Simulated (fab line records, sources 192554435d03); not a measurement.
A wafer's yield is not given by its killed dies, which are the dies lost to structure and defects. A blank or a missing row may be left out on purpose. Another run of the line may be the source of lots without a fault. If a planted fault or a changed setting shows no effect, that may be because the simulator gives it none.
Matching of chambers | flow n5 finfet | N5_BEOL_M4_VIA_ETCH_34 on rie diel-03: 4 sister chambers
The step etches the open film in C4F6/O2, target depth 69.4 nm, time 65.9 s. 7 wafers are shown with their chamber, then 8 later ones without.

WAFERS PAIRED WITH THEIR CHAMBERS
wafer  | chamber | throttle valve pct (%) | rf vpp V (V)
L077.2 | 3       | 30.72                  | 640
L081.1 | 0       | 30.18                  | 681
L081.5 | 2       | 30.55                  | 644
L084.1 | 3       | 30.72                  | 641
L084.3 | 1       | 30.65                  | 672
L084.6 | 1       | 30.63                  | 672
L087.2 | 2       | 30.50                  | 654

WAFERS WITHOUT THEIR CHAMBER
wafer  | throttle valve pct (%) | rf vpp V (V)
L087.5 | 30.73                  | 639
L087.6 | 30.21                  | 681
L091.1 | 30.72                  | 641
L091.3 | 30.66                  | 672
L091.6 | 30.71                  | 641
L096.1 | 30.14                  | 680
L096.2 | 30.51                  | 656
L096.3 | 30.74                  | 639

EACH ONE'S CHAMBER
wafer  | from the rows above | in truth
L087.5 | 3                   | 3
L087.6 | 0                   | 0
L091.1 | 3                   | 3
L091.3 | 1                   | 1
L091.6 | 3                   | 3
L096.1 | 0                   | 0
L096.2 | 2                   | 2
L096.3 | 3                   | 3
Placed correctly: 8 of 8. Can't be placed from these rows: 0. 0 placed wrongly.
How it was worked out, from the rows above alone: a wafer's distance from a chamber is the root of the sum, over the readings, of the square of ((its reading less the chamber's mean) divided by the reading's scatter). If the next closest chamber is less than 2 further off than the closest, the wafer can't be placed; otherwise it belongs to the closest. The mean given for a chamber averages the wafers shown for that chamber. The scatter: the root of (the sum of the squares of (reading less its chamber's mean) over the shown wafers, divided by (wafers less chambers)).
